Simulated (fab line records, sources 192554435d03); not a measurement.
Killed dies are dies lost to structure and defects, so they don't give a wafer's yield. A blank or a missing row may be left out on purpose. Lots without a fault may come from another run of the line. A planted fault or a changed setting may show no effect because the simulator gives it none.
Which tool did it? | flow n5_finfet | 9 lots, 27 wafers sampled, at 5 steps of a route of 1938

WHAT THE GAUGES READ, wafer by wafer
N5_BEOL_M4_INSPECT_30: inspects for defects (brightfield).
lot  | measured     | on                | raw_defect_count
L287 | day 8 15:23  | defect_inspect-02 | 442 335 424
L286 | day 8 15:41  | defect_inspect-02 | 463 461 429
L292 | day 9 15:32  | defect_inspect-02 | 478 477 462
L294 | day 10 10:40 | defect_inspect-02 | 391 494 367
L295 | day 10 10:54 | defect_inspect-01 | 389 248 306
L300 | day 11 22:58 | defect_inspect-01 | 488 496 358
L301 | day 11 23:25 | defect_inspect-01 | 370 507 267
L302 | day 12 04:35 | defect_inspect-01 | 442 363 461
L307 | day 13 08:05 | defect_inspect-02 | 342 351 454

N5_BEOL_M4_RC_MEAS_101.
lot  | measured     | on        | DIBL_N (mV/V)  | DIBL_P (mV/V)  | IOFF_N (nA/um) | IOFF_P (nA/um) | ION_N (uA/um) | ION_P (uA/um) | SS_N (mV/dec)  | SS_P (mV/dec)  | VT_N (mV)   | VT_P (mV)
L287 | day 8 21:13  | prober-01 | 37.0 32.8 34.7 | 38.6 32.4 35.2 | 0.17 0.09 0.12 | 0.24 0.14 0.18 | 697 651 666   | 480 450 459   | 71.6 71.4 71.6 | 72.8 71.4 72.1 | 247 259 253 | -249 -254 -249
L286 | day 8 21:56  | prober-02 | 33.6 32.9 37.0 | 32.9 33.4 36.0 | 0.12 0.12 0.18 | 0.20 0.20 0.24 | 655 667 675   | 456 469 464   | 71.0 70.7 71.3 | 73.3 72.9 73.5 | 252 255 247 | -247 -248 -249
L292 | day 10 00:09 | prober-02 | 40.4 38.3 38.9 | 39.5 36.6 38.0 | 0.25 0.18 0.20 | 0.31 0.26 0.27 | 708 667 701   | 483 464 481   | 72.6 71.1 72.2 | 74.4 73.6 73.5 | 242 246 245 | -243 -245 -245
L294 | day 10 19:53 | prober-01 | 36.9 32.6 36.2 | 38.9 32.7 38.4 | 0.18 0.11 0.19 | 0.25 0.16 0.25 | 673 675 692   | 462 461 472   | 72.5 70.8 72.3 | 73.3 72.4 73.1 | 247 258 246 | -249 -254 -246
L295 | day 10 20:28 | prober-02 | 38.0 37.5 39.2 | 39.3 38.2 40.2 | 0.22 0.17 0.25 | 0.24 0.21 0.26 | 696 675 702   | 471 455 467   | 71.9 72.6 71.9 | 73.7 73.8 73.8 | 245 248 242 | -251 -253 -247
L300 | day 12 05:07 | prober-02 | 33.5 32.0 35.5 | 34.4 33.1 35.0 | 0.14 0.13 0.16 | 0.20 0.19 0.21 | 669 679 652   | 463 468 450   | 70.6 70.6 71.8 | 73.1 72.6 73.5 | 251 249 251 | -249 -250 -253
L301 | day 12 06:49 | prober-01 | 38.4 36.5 37.4 | 39.6 37.6 38.9 | 0.22 0.18 0.21 | 0.29 0.25 0.28 | 672 695 703   | 459 473 474   | 73.0 71.3 71.7 | 74.3 74.1 74.2 | 248 248 245 | -246 -246 -244
L302 | day 12 10:14 | prober-01 | 38.1 39.1 36.4 | 38.7 39.5 35.6 | 0.18 0.20 0.16 | 0.23 0.24 0.19 | 679 674 685   | 459 458 465   | 72.0 71.9 71.9 | 73.5 73.8 73.0 | 246 246 249 | -250 -250 -252
L307 | day 13 13:46 | prober-02 | 38.2 37.2 34.7 | 36.8 36.0 33.0 | 0.19 0.18 0.13 | 0.30 0.26 0.21 | 680 681 675   | 476 468 472   | 71.5 71.3 71.0 | 73.7 73.0 72.6 | 246 246 251 | -242 -246 -248

WHICH TOOL RAN EACH LOT (tool, then ch and the chambers of the sampled wafers, then the start)
lot  | N5_BEOL_M4_STRIP_19                | N5_BEOL_M4_ALD_98                 | N5_BEOL_M4_VIA_ETCH_34
L287 | rie_diel-04 ch 0,1,3, day 8 14:54  | ald_sin-01 ch 1,2,3, day 8 15:49  | rie_diel-04 ch 0,1,3, day 8 16:56
L286 | rie_diel-04 ch 0,1,3, day 8 15:06  | ald_sin-01 ch 1,2,3, day 8 15:55  | rie_diel-06 ch 1,2,3, day 8 17:02
L292 | rie_diel-02 ch 1,2, day 9 15:04    | ald_sin-02 ch 1,3, day 9 15:42    | rie_diel-04 ch 1,2, day 9 17:43
L294 | rie_diel-06 ch 0,1,3, day 10 10:03 | ald_sin-01 ch 0,1, day 10 10:49   | rie_diel-02 ch 0,1,2, day 10 14:51
L295 | rie_diel-02 ch 0,3, day 10 10:25   | ald_sin-01 ch 1,2, day 10 11:04   | rie_diel-06 ch 1,3, day 10 15:50
L300 | rie_diel-06 ch 0,2,3, day 11 22:22 | ald_sin-02 ch 0,1,2, day 11 23:08 | rie_diel-06 ch 0,2,3, day 11 23:26
L301 | rie_diel-06 ch 0,2,3, day 11 22:57 | ald_sin-01 ch 0,1,2, day 12 00:00 | rie_diel-02 ch 1,3, day 12 02:08
L302 | rie_diel-02 ch 1,2,3, day 12 03:59 | ald_sin-02 ch 0,2,3, day 12 04:52 | rie_diel-06 ch 0,2,3, day 12 05:47
L307 | rie_diel-06 ch 0,1,3, day 13 07:37 | ald_sin-01 ch 0,2, day 13 08:20   | rie_diel-04 ch 2,3, day 13 09:00
- N5_BEOL_M4_STRIP_19: strips in O2.
- N5_BEOL_M4_ALD_98: deposits SiO2, target thk 2.5 nm, pulse time 1 s, co reactant pulse time 1 s.
- N5_BEOL_M4_VIA_ETCH_34: etches the open film in C4F6/O2, target depth 69.4 nm, time 65.9 s.

WHAT THE TOOLS THEMSELVES READ (means of the sampled wafers that have a number; where no wafer has one, the mark that the record gives instead)
N5_BEOL_M4_STRIP_19.
lot  | tool        | chamber_pressure_mTorr (mTorr) | drypump_motor_current_A (A) | oes_product_au (a.u.) | rf_vpp_V (V) | showerhead_plenum_p_Torr (Torr) | throttle_valve_pct (%)
L287 | rie_diel-04 | 30.011                         | 5.6                         | 0.76                  | 3.6          | 2.07                            | 16.83
L286 | rie_diel-04 | 30.002                         | 5.6                         | 0.76                  | 4.2          | 2.07                            | 16.83
L292 | rie_diel-02 | 29.962                         | 5.1                         | 0.72                  | 3.6          | 2.11                            | 16.66
L294 | rie_diel-06 | 30.032                         | 5.8                         | 0.88                  | 3.9          | 2.03                            | 16.54
L295 | rie_diel-02 | 29.992                         | 5.4                         | 0.79                  | 3.7          | 2.07                            | 16.71
L300 | rie_diel-06 | 29.973                         | 5.6                         | 0.82                  | 3.5          | 2.05                            | 16.65
L301 | rie_diel-06 | 29.998                         | 5.6                         | 0.82                  | 3.7          | 2.05                            | 16.64
L302 | rie_diel-02 | 29.982                         | 5.2                         | 0.74                  | 4.5          | 2.05                            | 16.69
L307 | rie_diel-06 | 29.999                         | 5.8                         | 0.85                  | 3.7          | 2.02                            | 16.58

N5_BEOL_M4_ALD_98.
lot  | tool       | chamber_pressure_Torr (Torr) | heater_power_w (W) | precursor_pulse_height_rel
L287 | ald_sin-01 | 1.996                        | 84                 | 0.997
L286 | ald_sin-01 | 2.000                        | 84                 | 1.014
L292 | ald_sin-02 | 1.998                        | 80                 | 1.000
L294 | ald_sin-01 | 1.996                        | 91                 | 1.007
L295 | ald_sin-01 | 2.000                        | 89                 | 0.998
L300 | ald_sin-02 | -                            | -                  | -
L301 | ald_sin-01 | -                            | -                  | -
L302 | ald_sin-02 | -                            | -                  | -
L307 | ald_sin-01 | 1.993                        | 80                 | 1.009

N5_BEOL_M4_VIA_ETCH_34.
lot  | tool        | chamber_pressure_mTorr (mTorr) | drypump_motor_current_A (A) | oes_product_au (a.u.) | rf_vpp_V (V) | showerhead_plenum_p_Torr (Torr) | throttle_valve_pct (%)
L287 | rie_diel-04 | 15.011                         | 5.6                         | 0.75                  | 652          | 2.82                            | 31.0
L286 | rie_diel-06 | 15.008                         | 5.7                         | 0.84                  | 684          | 2.79                            | 30.9
L292 | rie_diel-04 | 14.988                         | 5.4                         | 0.73                  | 647          | 2.77                            | 31.1
L294 | rie_diel-02 | 15.003                         | 5.4                         | 0.71                  | 661          | 2.83                            | 30.3
L295 | rie_diel-06 | 14.997                         | 6.0                         | 0.85                  | 691          | 2.76                            | 30.8
L300 | rie_diel-06 | 15.011                         | 5.6                         | 0.82                  | 654          | 2.79                            | 30.9
L301 | rie_diel-02 | 15.003                         | 5.5                         | 0.73                  | 651          | 2.70                            | 30.5
L302 | rie_diel-06 | 15.006                         | 5.6                         | 0.81                  | 655          | 2.79                            | 30.9
L307 | rie_diel-04 | 15.005                         | 5.7                         | 0.72                  | 649          | 2.78                            | 31.0

THE ANSWER, worked out from the rows above alone
Rule: what is usual is taken from the lots themselves. Put in order of their means at a reading, lots are off if they are a third of the lots or fewer, leave a main group of 4 or more, and stand apart from it by a gap of 3 or more times the standard deviation of the main group's means; of several such gaps the widest counts. A main group whose means are all the same, to the digits that the tables above print for the reading, isn't used. A lot without any number at a reading at which 4 lots or more have one is off too. The other lots that the step has rows for count as sound. The gauges are gone through in route order, then the tools' own readings, and for those a lot's mean is taken as printed above. The first step at which some lot is off is used, and at that step the reading that is off furthest; a lot without a number counts as furthest.
Off: L300, L301, L302, at N5_BEOL_M4_ALD_98 (chamber_pressure_Torr). Without a number there: L300, L301, L302. The main group: mean 1.997 Torr, standard deviation 0.0025.
A tool fits if, at that step or a process step before it, it ran every lot that is off, and no sound lot after the first of them. None of those tried fits.

WHAT THE SIMULATOR HAD PUT IN
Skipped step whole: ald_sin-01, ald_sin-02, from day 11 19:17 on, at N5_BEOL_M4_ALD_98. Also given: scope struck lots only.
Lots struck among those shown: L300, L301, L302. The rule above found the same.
